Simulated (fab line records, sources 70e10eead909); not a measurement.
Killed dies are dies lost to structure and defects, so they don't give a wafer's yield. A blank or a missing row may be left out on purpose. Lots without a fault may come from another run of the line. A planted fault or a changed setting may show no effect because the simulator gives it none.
fab line records | flow nand_harc
record lots=24 wafers=72 last_day=34
route steps=1302 shown A_CHANNEL_FILL_D2@620 A_STAIRCASE@651
lots that met no fault: from a run of the same line without faults
start_h: hours from the record's first day to the start of the lot's first wafer shown | wait_h: hours since the lot's step before | " the same as in the row above | L1.1+2: a row that stands for several wafers | - no value, or no start given | * or withheld: withheld | < > ~ a bound
route shown NAME@n: a module of which the file shows steps, and the number in the route of the first | usual: mean/standard deviation of fault-free wafers | same: alike in all rows | chamber/n: place in a boat | sites: the reading at each site | _std_site: their standard deviation | _edge_site: outer sites' mean less inner sites' | radius_mm: how far each site lies from the wafer's centre | mask NAME#n: copy n | behind: the tool/chamber that last shaped the wafer | hold: why the lot was held/for how many hours/how that ended | device: the transistor (n, p or np) that didn't switch | end of line: the same wafers' tests at the end of the route | a step without rows: its recipe alone | killed: dies lost to structure and defects at the first sort, not the wafer's yield | map: a wafer's dies, x killed, . not, _ none there
set.NAME: the setting as run; set.NAME@STEP: as run at that earlier step | model.NAME: the simulator's own value behind a step, which no gauge read
steps of the route over a sample of lots; a table a step, a row a wafer
services: from which hour (start_h, from the record's first day; less than 0 if before it) a tool's chamber was out of use, for how many hours, and why
## steps
# step NHARC_A_CHANNEL_FILL_D2_ETCHBACK_20
# recipe target_depth_a=270 time_s=13.5 c4f8_flow_sccm=withheld o2_flow_sccm=8 ar_flow_sccm=withheld rf_w=600 bias_w=1500 chemistry=C4F8/O2/Ar
# usual oes_product_au=0.986/0.025 rf_vpp_V=979/6.1
# columns lot.wafer tool chamber start_h wait_h oes_product_au rf_hours_counter_h rf_vpp_V
L074.1 rie_diel-02 3 329.01 - 0.994 3.1 976
L074.3 " 1 " " 0.989 3.3 986
L074.5 " 0 " " 1.001 - 976
L075.2 rie_diel-05 0 342.39 - 0.965 2.8 987
L075.1 " 2 " " 0.964 2.7 980
L075.4 " 3 " " 0.963 2.7 970
L077.1 rie_diel-02 1 349.78 - 0.923 3.9 987
L077.5 " 1 " " 0.914 - 986
L077.6 " 2 " " 0.926 - 976
L076.4 rie_diel-05 2 354.88 - 0.999 3.1 979
L076.1 " 0 " " 0.998 3.2 988
L076.5 " 3 " " 1.007 - 970
L078.3 rie_diel-05 1 365.24 - 0.936 2.7 983
L078.5 " 2 " " 0.926 - 978
L078.6 " 3 " " 0.935 - 969
L079.2 rie_diel-05 1 372.88 - 0.997 2.9 983
L079.1 " 3 " " 0.997 3.4 969
L079.6 " 1 " " 0.996 - 983
L081.3 rie_diel-05 1 379.06 - 0.996 3.0 984
L081.4 " 3 " " 1.000 3.4 971
L081.5 " 0 " " 0.988 - 987
L080.3 rie_diel-02 3 379.06 - 0.987 4.5 977
L080.6 " 2 " " 0.978 - 977
L080.5 " 3 " " 0.988 - 978
L082.3 rie_diel-02 0 414.21 - 0.995 0.7 975
L082.2 " 1 " " 0.990 0.8 986
L082.1 " 2 " " 0.997 0.7 977
L083.1 rie_diel-05 3 419.13 - 0.998 0.2 969
L083.6 " 1 " " 0.989 - 983
L083.5 " 3 " " 1.007 - 970
L084.4 rie_diel-02 0 425.82 - 0.988 0.8 974
L084.3 " 3 " " 0.998 0.5 976
L084.6 " 1 " " 1.006 - 987
L085.2 rie_diel-02 3 436.94 - 0.992 0.9 977
L085.4 " 0 " " 1.004 1.2 974
L085.6 " 1 " " 0.990 - 987
L086.1 rie_diel-05 3 462.68 - 1.011 0.7 969
L086.2 " 1 " " 0.997 0.7 982
L086.4 " 2 " " 0.997 0.6 980
L089.2 rie_diel-05 2 475.93 - 0.993 1.3 977
L089.1 " 0 " " 0.997 1.5 988
L089.6 " 3 " " 1.014 - 971
L087.1 rie_diel-02 2 480.40 - 0.981 2.4 978
L087.5 " 2 " " 0.985 - 977
L087.6 " 3 " " 0.999 - 977
L088.1 rie_diel-03 2 480.42 - 0.999 2.7 968
L088.5 " 3 " " 1.010 - 977
L088.6 " 0 " " 1.000 - 989
L090.2 rie_diel-05 3 487.26 - 1.005 1.7 970
L090.4 " 0 " " 1.009 1.9 986
L090.6 " 3 " " 1.009 - 971
L091.1 rie_diel-02 1 499.96 - 0.998 3.0 986
L091.2 " 3 " " 1.004 2.3 975
L091.4 " 2 " " 1.000 - 978
L092.4 rie_diel-02 2 507.90 - 0.975 3.1 976
L092.3 " 0 " " 0.978 2.4 975
L092.5 " 1 " " 0.996 - 987
L094.3 rie_diel-05 3 518.16 - 1.014 2.5 970
L094.4 " 0 " " 1.015 2.8 986
L094.2 " 2 " " 1.008 2.4 979
L093.3 rie_diel-02 1 518.16 - 0.988 3.8 987
L093.2 " 2 " " 0.991 3.5 977
L093.5 " 1 " " 0.994 - 987
L095.2 rie_diel-05 1 540.37 - 0.934 3.4 984
L095.3 " 3 " " 0.938 3.1 971
L095.1 " 0 " " 0.926 3.5 987
L096.1 rie_diel-05 2 557.66 - 0.995 3.5 979
L096.2 " 3 " " 1.018 3.5 970
L096.5 " 1 " " 1.007 - 984
L097.4 rie_diel-05 3 571.42 - 0.967 3.7 969
L097.2 " 0 " " 0.963 4.3 987
L097.6 " 0 " " 0.974 - 988
# step NHARC_A_STAIRCASE_ETCH_169
# recipe target_depth_a=500 time_s=107.1 ion_energy_ev=120 ch3f_flow_sccm=50 o2_flow_sccm=30 ar_flow_sccm=200 rf_w=500 bias_w=100 chemistry=CH3F/O2
# usual drypump_motor_current_A=5.5/0.43 oes_product_au=0.959/0.016 rf_vpp_V=244.5/1.8 showerhead_plenum_p_Torr=2.48/0.12 throttle_valve_pct=20.663/0.0098
# columns lot.wafer tool chamber start_h wait_h drypump_motor_current_A oes_product_au rf_hours_counter_h rf_vpp_V showerhead_plenum_p_Torr throttle_valve_pct
L074.3 rie_diel-09 2 354.61 0.1 4.9 0.937 6 246.5 2.51 20.661
L074.1 " 1 " " 5.6 0.927 6 245.0 2.48 20.665
L074.5 " 3 " " 6.5 0.934 - 247.1 2.55 20.673
L075.2 rie_diel-09 3 367.21 0.1 6.4 0.979 12 244.9 2.55 20.675
L075.4 " 0 " " 5.8 0.967 12 243.3 2.38 20.674
L075.1 " 1 " " 5.6 0.980 12 244.0 2.48 20.668
L077.1 rie_diel-09 1 374.66 0.1 5.6 0.961 16 244.6 2.48 20.676
L077.6 " 1 " " 5.6 0.960 - 244.3 2.48 20.654
L077.5 " 0 " " 5.8 0.953 - 242.9 2.38 20.668
L076.4 rie_diel-04 1 389.63 0.1 4.9 0.935 6 247.2 2.63 20.668
L076.1 " 3 " " 5.9 0.924 9 247.0 2.66 20.672
L076.5 " 0 " " 5.7 0.934 - 242.9 2.39 20.666
L078.3 rie_diel-09 0 401.58 0.1 5.8 0.945 26 243.6 2.38 20.674
L078.6 " 1 " " 5.6 0.951 - 243.2 2.47 20.652
L078.5 " 2 " " 4.9 0.950 - 244.5 2.51 20.667
L079.1 rie_diel-04 3 401.66 0.1 5.9 0.966 13 247.2 2.65 20.657
L079.2 " 0 " " 5.7 0.964 11 243.3 2.39 20.681
L079.6 " 3 " " 5.9 0.960 - 246.0 2.65 20.654
L080.3 rie_diel-08 3 404.08 0.1 5.2 0.956 8 243.8 2.46 20.671
L080.6 " 1 " " 6.0 0.950 - 248.1 2.66 20.656
L080.5 " 2 " " 5.2 0.957 - 240.9 2.34 20.661
L081.3 rie_diel-04 2 404.26 0.1 5.5 0.955 13 244.6 2.42 20.662
L081.4 " 0 " " 5.7 0.961 12 243.3 2.39 20.662
L081.5 " 3 " " 5.9 0.950 - 247.2 2.65 20.691
L082.2 rie_diel-04 3 440.74 0.2 5.8 0.953 24 245.8 2.65 20.662
L082.3 " 1 " " 4.8 0.951 22 247.0 2.63 20.653
L082.1 " 2 " " 5.6 0.950 23 244.1 2.42 20.661
L083.1 rie_diel-08 1 444.42 0.1 6.0 0.969 22 246.7 2.65 20.656
L083.6 " 1 " " 6.0 0.970 - 245.4 2.65 20.675
L083.5 " 2 " " 5.2 0.972 - 243.2 2.34 20.642
L084.4 rie_diel-09 1 450.66 0.1 5.6 0.941 42 244.5 2.47 20.660
L084.3 " 2 " " 4.9 0.963 41 244.3 2.50 20.649
L084.6 " 1 " " 5.6 0.938 - 244.0 2.47 20.677
L085.2 rie_diel-04 3 462.46 0.6 5.9 0.927 30 247.4 2.65 20.678
L085.4 " 2 " " 5.6 0.942 30 243.4 2.42 20.666
L085.6 " 0 " " 5.7 0.936 - 243.1 2.38 20.638
L086.4 rie_diel-04 1 488.43 0.1 4.8 0.960 35 247.4 2.62 20.649
L086.1 " 3 " " 5.9 0.969 38 246.8 2.64 20.657
L086.2 " 0 " " 5.7 0.963 36 241.8 2.38 20.658
L089.2 rie_diel-08 1 503.65 0.1 6.0 0.983 43 245.8 2.64 20.670
L089.1 " 2 " " 5.2 0.983 36 242.7 2.33 20.670
L089.6 " 1 " " 6.0 0.968 - 247.3 2.64 20.664
L088.1 rie_diel-04 0 503.82 0.1 5.7 0.957 40 243.4 2.38 20.681
L088.6 " 2 " " 5.6 0.972 - 245.0 2.41 20.665
L088.5 " 3 " " 5.9 0.953 - 246.3 2.64 20.655
L087.1 rie_diel-08 3 503.99 0.1 5.2 0.976 40 244.3 2.45 20.646
L087.5 " 0 " " 5.4 0.962 - 242.2 2.32 20.655
L087.6 " 1 " " 6.0 0.965 - 248.0 2.64 20.663
L090.4 rie_diel-08 1 511.97 0.1 6.0 0.960 46 246.7 2.64 20.646
L090.2 " 3 " " 5.2 0.975 43 244.5 2.45 20.673
L090.6 " 1 " " 6.0 0.962 - 247.4 2.64 20.664
L091.1 rie_diel-09 1 524.25 0.1 5.6 0.973 7 244.6 2.46 20.663
L091.2 " 3 " " 6.4 0.973 8 244.1 2.53 20.677
L091.4 " 0 " " 5.8 0.958 7 242.6 2.36 20.655
L092.4 rie_diel-08 3 533.92 0.1 5.3 0.949 49 243.2 2.45 20.653
L092.3 " 0 " " 5.4 0.973 49 242.2 2.32 20.680
L092.5 " 3 " " 5.3 0.965 - 242.5 2.45 20.662
L093.2 rie_diel-08 2 542.64 0.1 5.3 0.974 49 241.7 2.33 20.664
L093.3 " 0 " " 5.4 0.951 52 243.2 2.32 20.652
L093.5 " 2 " " 5.2 0.972 - 243.1 2.33 20.654
L094.3 rie_diel-08 1 543.01 0.1 6.0 0.978 57 247.0 2.64 20.656
L094.4 " 3 " " 5.2 0.956 53 244.3 2.44 20.670
L094.2 " 0 " " 5.4 0.962 52 241.6 2.32 20.665
L095.2 rie_diel-04 3 565.32 0.1 5.9 0.955 8 246.6 2.63 20.675
L095.1 " 0 " " 5.7 0.960 10 242.4 2.37 20.667
L095.3 " 1 " " 4.8 0.964 10 247.8 2.61 20.664
L096.1 rie_diel-09 3 582.54 0.1 6.5 0.929 26 246.9 2.53 20.654
L096.2 " 1 " " 5.6 0.930 27 243.8 2.45 20.662
L096.5 " 2 " " 4.9 0.929 - 244.3 2.48 20.680
L097.2 rie_diel-08 0 597.34 0.1 5.4 0.978 10 242.0 2.32 20.663
L097.4 " 1 " " 6.0 0.972 12 246.1 2.63 20.660
L097.6 " 0 " " 5.4 0.974 - 240.7 2.32 20.668
# step NHARC_A_STAIRCASE_TRIM_14
# recipe time_s=211.2 o2_flow_sccm=500 ar_flow_sccm=0 bias_w=0 chemistry=O2
# usual drypump_motor_current_A=5.6/0.42 oes_product_au=1.000/0.0081 rf_vpp_V=57.7/0.9 showerhead_plenum_p_Torr=3.54/0.15 throttle_valve_pct=17.036/0.0096
# columns lot.wafer tool chamber start_h wait_h drypump_motor_current_A oes_product_au rf_hours_counter_h rf_vpp_V showerhead_plenum_p_Torr throttle_valve_pct
L074.3 rie_diel-09 0 - - 5.8 1.009 8 56.5 3.43 17.051
L074.1 " 1 " " 5.6 0.999 6 58.2 3.56 17.037
L074.5 " 1 " " 5.6 1.006 - 56.5 3.56 17.031
L075.2 rie_diel-04 2 - - 5.6 1.009 5 57.3 3.49 17.025
L075.1 " 3 " " 5.9 1.000 5 59.1 3.81 17.028
L075.4 " 0 " " 5.7 1.021 3 57.8 3.44 17.016
L077.1 rie_diel-09 2 - - 4.9 0.998 17 58.4 3.60 17.036
L077.5 " 2 " " 4.9 0.999 - 58.1 3.60 17.048
L077.6 " 1 " " 5.6 0.999 - 57.2 3.55 17.037
L076.1 rie_diel-08 2 - - 5.3 1.003 4 56.9 3.37 17.048
L076.4 " 3 " " 5.2 0.993 3 57.0 3.54 17.033
L076.5 " 0 " " 5.4 1.001 - 57.8 3.36 17.042
L078.3 rie_diel-08 1 - - 6.0 0.993 10 57.5 3.80 17.035
L078.6 " 3 " " 5.2 1.000 - 59.3 3.53 17.040
L078.5 " 0 " " 5.4 1.000 - 57.5 3.36 17.051
L079.2 rie_diel-09 0 - - 5.8 0.991 26 56.8 3.42 17.020
L079.1 " 1 " " 5.6 0.994 26 58.0 3.55 17.020
L079.6 " 1 " " 5.5 0.994 - 58.4 3.55 17.023
L080.3 rie_diel-08 3 - - 5.2 0.998 9 57.7 3.53 17.031
L080.5 " 0 " " 5.4 0.989 - 57.1 3.36 17.040
L080.6 " 1 " " 6.0 1.002 - 59.4 3.80 17.035
L081.3 rie_diel-09 3 - - 6.4 0.999 19 58.7 3.65 17.033
L081.4 " 2 " " 4.9 0.997 26 58.9 3.59 17.036
L081.5 " 0 " " 5.8 0.995 - 57.7 3.42 17.052
L082.1 rie_diel-04 0 - - 5.7 1.009 22 57.2 3.43 17.028
L082.2 " 1 " " 4.8 0.991 22 57.8 3.76 17.028
L082.3 " 3 " " 5.9 0.993 24 58.2 3.79 17.049
L083.1 rie_diel-09 0 - - 5.8 0.994 41 57.3 3.41 17.031
L083.5 " 0 " " 5.8 0.990 - 58.9 3.41 17.025
L083.6 " 1 " " 5.6 1.001 - 57.3 3.54 17.048
L084.4 rie_diel-09 2 - - 4.9 1.002 41 58.5 3.58 17.037
L084.3 " 3 " " 6.4 1.000 33 58.5 3.65 17.040
L084.6 " 0 " " 5.8 0.993 - 56.8 3.41 17.036
L085.2 rie_diel-08 2 - - 5.3 1.006 30 57.9 3.36 17.035
L085.4 " 3 " " 5.3 0.998 28 57.9 3.52 17.035
L085.6 " 1 " " 6.0 1.000 - 59.3 3.79 17.038
L086.1 rie_diel-09 0 - - 5.8 1.011 57 56.3 3.40 17.044
L086.2 " 1 " " 5.6 0.996 54 57.3 3.53 17.018
L086.4 " 2 " " 4.9 1.000 54 58.9 3.58 17.043
L089.2 rie_diel-04 3 - - 5.9 0.999 42 58.7 3.78 17.039
L089.1 " 0 " " 5.7 1.006 40 58.1 3.42 17.025
L089.6 " 2 " " 5.6 1.000 - 58.5 3.47 17.046
L088.1 rie_diel-04 3 - - 5.9 1.012 43 56.8 3.78 17.041
L088.5 " 3 " " 5.9 1.000 - 58.2 3.78 17.027
L088.6 " 0 " " 5.7 1.002 - 57.0 3.42 17.011
L087.1 rie_diel-04 0 - - 5.7 1.014 41 58.2 3.42 17.020
L087.5 " 2 " " 5.6 0.995 - 56.9 3.47 17.032
L087.6 " 3 " " 5.9 1.000 - 58.6 3.78 17.044
L090.4 rie_diel-08 3 - - 5.2 1.001 43 57.5 3.51 17.038
L090.2 " 0 " " 5.4 0.988 43 56.8 3.34 17.028
L090.6 " 0 " " 5.4 0.987 - 56.7 3.34 17.032
L091.1 rie_diel-08 1 - - 6.0 0.996 52 58.8 3.78 17.024
L091.2 " 2 " " 5.2 0.996 44 58.1 3.35 17.040
L091.4 " 3 " " 5.2 1.007 48 56.7 3.51 17.043
L092.3 rie_diel-08 3 - - 5.2 0.994 50 58.3 3.51 17.037
L092.4 " 1 " " 6.0 0.995 54 58.2 3.78 17.041
L092.5 " 3 " " 5.2 1.009 - 56.5 3.51 17.025
L093.3 rie_diel-08 0 - - 5.4 0.990 53 57.9 3.34 17.044
L093.2 " 1 " " 6.0 1.005 57 58.6 3.77 17.048
L093.5 " 2 " " 5.2 1.010 - 58.2 3.35 17.035
L094.4 rie_diel-09 1 - - 5.6 0.998 14 57.8 3.52 17.041
L094.2 " 2 " " 4.9 0.997 15 58.1 3.57 17.038
L094.3 " 0 " " 5.8 0.994 14 57.7 3.39 17.045
L095.3 rie_diel-09 2 - - 4.9 1.004 21 58.1 3.56 17.043
L095.1 " 0 " " 5.8 1.017 21 56.4 3.39 17.030
L095.2 " 1 " " 5.6 0.995 21 57.2 3.52 17.037
L096.2 rie_diel-04 1 - - 4.9 1.015 18 58.8 3.73 17.036
L096.1 " 3 " " 5.9 1.018 16 58.9 3.77 17.028
L096.5 " 0 " " 5.7 1.019 - 56.6 3.40 17.034
L097.4 rie_diel-08 3 - - 5.3 1.000 12 58.7 3.50 17.020
L097.2 " 0 " " 5.4 0.991 10 58.2 3.33 17.028
L097.6 " 3 " " 5.2 0.988 - 58.4 3.50 17.054
# step NHARC_A_STAIRCASE_ETCH_17
# recipe target_depth_a=1000 time_s=40.5 ion_energy_ev=400 c4f8_flow_sccm=20 o2_flow_sccm=10 ar_flow_sccm=withheld rf_w=600 bias_w=1000 chemistry=C4F8/O2
# usual oes_product_au=0.943/0.01 rf_vpp_V=896/5.2
# columns lot.wafer tool chamber start_h wait_h oes_product_au rf_hours_counter_h rf_vpp_V
L074.3 rie_diel-09 3 - - 0.938 8 900
L074.1 " 0 " " 0.937 8 892
L074.5 " 3 " " 0.936 - 900
L075.2 rie_diel-04 0 - - 0.951 3 894
L075.1 " 2 " " 0.942 5 894
L075.4 " 3 " " 0.957 5 906
L077.1 rie_diel-09 0 - - 0.950 16 892
L077.6 " 2 " " 0.943 - 898
L077.5 " 0 " " 0.939 - 891
L076.1 rie_diel-08 2 - - 0.945 4 890
L076.4 " 0 " " 0.934 3 890
L076.5 " 3 " " 0.932 - 897
L078.3 rie_diel-08 0 - - 0.928 9 891
L078.5 " 3 " " 0.930 - 897
L078.6 " 0 " " 0.934 - 890
L079.2 rie_diel-09 1 - - 0.933 26 897
L079.1 " 0 " " 0.944 26 891
L079.6 " 1 " " 0.938 - 897
L080.3 rie_diel-08 1 - - 0.944 11 905
L080.5 " 2 " " 0.957 - 892
L080.6 " 3 " " 0.954 - 896
L081.3 rie_diel-09 1 - - 0.947 26 899
L081.4 " 0 " " 0.941 26 892
L081.5 " 2 " " 0.948 - 899
L082.2 rie_diel-04 2 - - 0.955 24 894
L082.3 " 0 " " 0.936 23 893
L082.1 " 1 " " 0.947 22 905
L083.1 rie_diel-09 0 - - 0.965 41 891
L083.5 " 1 " " 0.930 - 898
L083.6 " 2 " " 0.944 - 898
L084.4 rie_diel-09 2 - - 0.948 42 897
L084.3 " 3 " " 0.944 34 899
L084.6 " 2 " " 0.944 - 899
L085.4 rie_diel-08 3 - - 0.940 28 896
L085.2 " 0 " " 0.926 28 889
L085.6 " 0 " " 0.927 - 890
L086.2 rie_diel-09 1 - - 0.937 54 895
L086.1 " 2 " " 0.946 55 897
L086.4 " 3 " " 0.949 51 901
L089.1 rie_diel-04 0 - - 0.947 41 892
L089.2 " 1 " " 0.943 39 906
L089.6 " 3 " " 0.930 - 904
L088.1 rie_diel-04 1 - - 0.938 40 905
L088.5 " 2 " " 0.937 - 894
L088.6 " 3 " " 0.932 - 906
L087.1 rie_diel-04 3 - - 0.946 43 905
L087.5 " 0 " " 0.948 - 891
L087.6 " 1 " " 0.964 - 903
L090.4 rie_diel-08 1 - - 0.932 47 904
L090.2 " 3 " " 0.939 44 894
L090.6 " 1 " " 0.926 - 905
L091.1 rie_diel-08 2 - - 0.942 44 891
L091.2 " 0 " " 0.951 48 889
L091.4 " 1 " " 0.942 53 904
L092.4 rie_diel-08 2 - - 0.961 46 888
L092.3 " 1 " " 0.946 54 906
L092.5 " 3 " " 0.945 - 896
L093.3 rie_diel-09 2 - - 0.954 15 896
L093.2 " 0 " " 0.946 14 890
L093.5 " 3 " " 0.957 - 900
L094.2 rie_diel-09 2 - - 0.948 15 899
L094.3 " 3 " " 0.948 15 900
L094.4 " 0 " " 0.931 14 892
L095.2 rie_diel-09 2 - - 0.941 22 897
L095.3 " 3 " " 0.956 22 900
L095.1 " 0 " " 0.956 21 891
L096.1 rie_diel-04 2 - - 0.946 14 894
L096.2 " 0 " " 0.968 21 893
L096.5 " 3 " " 0.938 - 904
L097.2 rie_diel-08 0 - - 0.956 10 887
L097.4 " 2 " " 0.937 14 890
L097.6 " 3 " " 0.937 - 895
# step NHARC_A_STAIRCASE_ETCH_23
# recipe target_depth_a=1000 time_s=40.5 ion_energy_ev=400 c4f8_flow_sccm=20 o2_flow_sccm=10 ar_flow_sccm=withheld rf_w=600 bias_w=1000 chemistry=C4F8/O2
# usual oes_product_au=0.950/0.011 rf_vpp_V=897/5.7
# columns lot.wafer tool chamber start_h wait_h oes_product_au rf_hours_counter_h rf_vpp_V
L074.3 rie_diel-09 2 - - 0.933 10 900
L074.1 " 3 " " 0.955 10 901
L074.5 " 0 " " 0.954 - 891
L075.4 rie_diel-04 1 - - 0.958 3 905
L075.2 " 2 " " 0.936 5 894
L075.1 " 0 " " 0.950 4 893
L077.1 rie_diel-08 1 - - 0.950 0 907
L077.6 " 2 " " 0.958 - 890
L077.5 " 3 " " 0.969 - 896
L076.4 rie_diel-08 2 - - 0.946 4 891
L076.1 " 0 " " 0.950 3 890
L076.5 " 2 " " 0.945 - 890
L078.3 rie_diel-08 3 - - 0.943 8 896
L078.6 " 0 " " 0.938 - 890
L078.5 " 1 " " 0.953 - 906
L079.1 rie_diel-04 0 - - 0.949 12 891
L079.2 " 1 " " 0.957 11 905
L079.6 " 3 " " 0.953 - 906
L080.3 rie_diel-08 1 - - 0.949 11 906
L080.6 " 3 " " 0.953 - 897
L080.5 " 0 " " 0.941 - 890
L081.3 rie_diel-04 3 - - 0.952 15 905
L081.4 " 1 " " 0.953 13 904
L081.5 " 2 " " 0.953 - 896
L082.3 rie_diel-04 1 - - 0.934 23 905
L082.1 " 3 " " 0.953 24 907
L082.2 " 0 " " 0.949 23 894
L083.1 rie_diel-09 3 - - 0.957 32 899
L083.5 " 2 " " 0.947 - 899
L083.6 " 3 " " 0.956 - 900
L084.4 rie_diel-08 2 - - 0.957 26 890
L084.3 " 3 " " 0.951 25 896
L084.6 " 2 " " 0.957 - 891
L085.4 rie_diel-09 2 - - 0.958 46 898
L085.2 " 3 " " 0.944 40 901
L085.6 " 0 " " 0.955 - 891
L086.2 rie_diel-04 0 - - 0.963 37 891
L086.4 " 1 " " 0.941 36 904
L086.1 " 2 " " 0.937 38 894
L089.1 rie_diel-09 0 - - 0.958 0 892
L089.2 " 1 " " 0.954 0 896
L089.6 " 0 " " 0.949 - 892
L088.1 rie_diel-04 2 - - 0.942 42 893
L088.6 " 1 " " 0.927 - 903
L088.5 " 2 " " 0.936 - 894
L087.1 rie_diel-08 0 - - 0.950 42 890
L087.5 " 3 " " 0.953 - 895
L087.6 " 0 " " 0.956 - 888
L090.2 rie_diel-08 1 - - 0.942 48 906
L090.4 " 3 " " 0.930 45 897
L090.6 " 1 " " 0.944 - 905
L091.4 rie_diel-08 3 - - 0.938 49 895
L091.2 " 1 " " 0.948 53 906
L091.1 " 2 " " 0.941 44 890
L092.3 rie_diel-09 2 - - 0.968 12 898
L092.4 " 3 " " 0.946 12 899
L092.5 " 2 " " 0.978 - 897
L093.2 rie_diel-09 3 - - 0.933 15 900
L093.3 " 0 " " 0.932 15 892
L093.5 " 3 " " 0.933 - 899
L094.3 rie_diel-04 3 - - 0.977 1 904
L094.4 " 0 " " 0.982 1 892
L094.2 " 1 " " 0.949 1 904
L095.2 rie_diel-04 3 - - 0.931 8 905
L095.1 " 0 " " 0.953 11 892
L095.3 " 1 " " 0.934 10 905
L096.1 rie_diel-09 0 - - 0.964 29 890
L096.2 " 1 " " 0.971 28 895
L096.5 " 2 " " 0.957 - 897
L097.2 rie_diel-09 0 - - 0.952 31 890
L097.4 " 1 " " 0.950 31 896
L097.6 " 2 " " 0.957 - 898
# step NHARC_A_STAIRCASE_ETCH_27
# recipe target_depth_a=1000 time_s=40.5 ion_energy_ev=400 c4f8_flow_sccm=20 o2_flow_sccm=10 ar_flow_sccm=withheld rf_w=600 bias_w=1000 chemistry=C4F8/O2
# usual oes_product_au=0.945/0.0089 rf_vpp_V=896/5.6
# columns lot.wafer tool chamber start_h wait_h oes_product_au rf_hours_counter_h rf_vpp_V
L074.3 rie_diel-09 0 - - 0.950 11 893
L074.1 " 3 " " 0.935 11 902
L074.5 " 1 " " 0.946 - 898
L075.4 rie_diel-04 0 - - 0.963 4 894
L075.1 " 1 " " 0.934 4 905
L075.2 " 3 " " 0.941 6 905
L077.1 rie_diel-08 3 - - 0.935 0 897
L077.6 " 0 " " 0.944 - 889
L077.5 " 1 " " 0.960 - 907
L076.1 rie_diel-08 1 - - 0.948 4 907
L076.4 " 2 " " 0.957 4 889
L076.5 " 0 " " 0.943 - 889
L078.3 rie_diel-08 0 - - 0.942 9 889
L078.6 " 3 " " 0.923 - 896
L078.5 " 0 " " 0.938 - 890
L079.1 rie_diel-04 3 - - 0.943 14 904
L079.2 " 1 " " 0.943 11 904
L079.6 " 0 " " 0.946 - 893
L080.3 rie_diel-08 1 - - 0.933 11 906
L080.5 " 3 " " 0.956 - 897
L080.6 " 0 " " 0.941 - 889
L081.3 rie_diel-04 0 - - 0.939 14 893
L081.4 " 2 " " 0.937 15 894
L081.5 " 3 " " 0.945 - 904
L082.3 rie_diel-04 3 - - 0.937 25 907
L082.2 " 0 " " 0.945 23 891
L082.1 " 1 " " 0.942 23 904
L083.1 rie_diel-09 1 - - 0.958 42 896
L083.5 " 3 " " 0.961 - 901
L083.6 " 0 " " 0.955 - 893
L084.4 rie_diel-08 1 - - 0.944 27 906
L084.3 " 2 " " 0.956 27 890
L084.6 " 3 " " 0.938 - 895
L085.2 rie_diel-09 2 - - 0.945 46 897
L085.4 " 3 " " 0.952 40 898
L085.6 " 2 " " 0.942 - 898
L086.1 rie_diel-04 2 - - 0.957 38 893
L086.4 " 3 " " 0.946 39 904
L086.2 " 0 " " 0.961 37 892
L089.2 rie_diel-09 0 - - 0.925 0 891
L089.1 " 1 " " 0.935 1 896
L089.6 " 0 " " 0.931 - 891
L088.1 rie_diel-04 0 - - 0.950 42 893
L088.6 " 0 " " 0.947 - 892
L088.5 " 1 " " 0.943 - 903
L087.1 rie_diel-08 0 - - 0.938 42 889
L087.6 " 2 " " 0.942 - 890
L087.5 " 3 " " 0.944 - 895
L090.2 rie_diel-08 3 - - 0.941 46 895
L090.6 " 3 " " 0.940 - 895
L090.4 " 2 " " 0.947 - 887
L091.2 rie_diel-08 0 - - 0.936 49 888
L091.1 " 1 " " 0.956 53 905
L091.4 " 2 " " 0.951 44 890
L092.4 rie_diel-09 1 - - 0.947 12 896
L092.3 " 2 " " 0.937 13 897
L092.5 " 0 " " 0.950 - 890
L093.3 rie_diel-09 0 - - 0.941 15 891
L093.2 " 1 " " 0.941 15 896
L093.5 " 0 " " 0.939 - 890
L094.3 rie_diel-04 1 - - 0.944 1 902
L094.4 " 3 " " 0.969 1 905
L094.2 " 0 " " 0.962 1 892
L095.2 rie_diel-04 3 - - 0.956 8 903
L095.1 " 0 " " 0.959 11 892
L095.3 " 2 " " 0.940 8 893
L096.2 rie_diel-09 3 - - 0.939 28 898
L096.1 " 2 " " 0.947 27 897
L096.5 " 0 " " 0.953 - 891
L097.4 rie_diel-09 2 - - 0.937 30 898
L097.2 " 3 " " 0.943 30 897
L097.6 " 2 " " 0.944 - 897
## services
# columns tool chamber start_h hours kind
rie_diel-08 - 312.94 8.9 repair
rie_diel-04 - 315.16 0.8 repair
rie_diel-09 - 320.53 9.0 pm
rie_diel-02 2 321.45 8.6 repair
rie_diel-05 2 323.04 7.3 repair
rie_diel-08 1 333.82 3.3 repair
rie_diel-04 - 335.95 2.0 repair
rie_diel-02 3 344.23 2.7 repair
rie_diel-04 - 355.36 9.0 pm
rie_diel-08 - 367.83 9.0 pm
rie_diel-09 3 373.48 24.5 repair
rie_diel-08 - 381.63 0.2 repair
rie_diel-02 - 393.74 9.0 pm
rie_diel-05 - 406.60 9.0 pm
rie_diel-02 3 413.10 6.8 repair
rie_diel-05 2 417.36 10.6 repair
rie_diel-02 - 434.96 1.5 repair
rie_diel-09 - 482.29 0.9 repair
rie_diel-02 0 489.18 11.0 repair
rie_diel-05 - 496.29 0.9 repair
rie_diel-09 - 497.53 9.0 pm
rie_diel-04 - 534.07 9.0 pm
rie_diel-08 - 544.83 9.0 pm
rie_diel-05 - 583.60 9.0 pm
## key
fault none
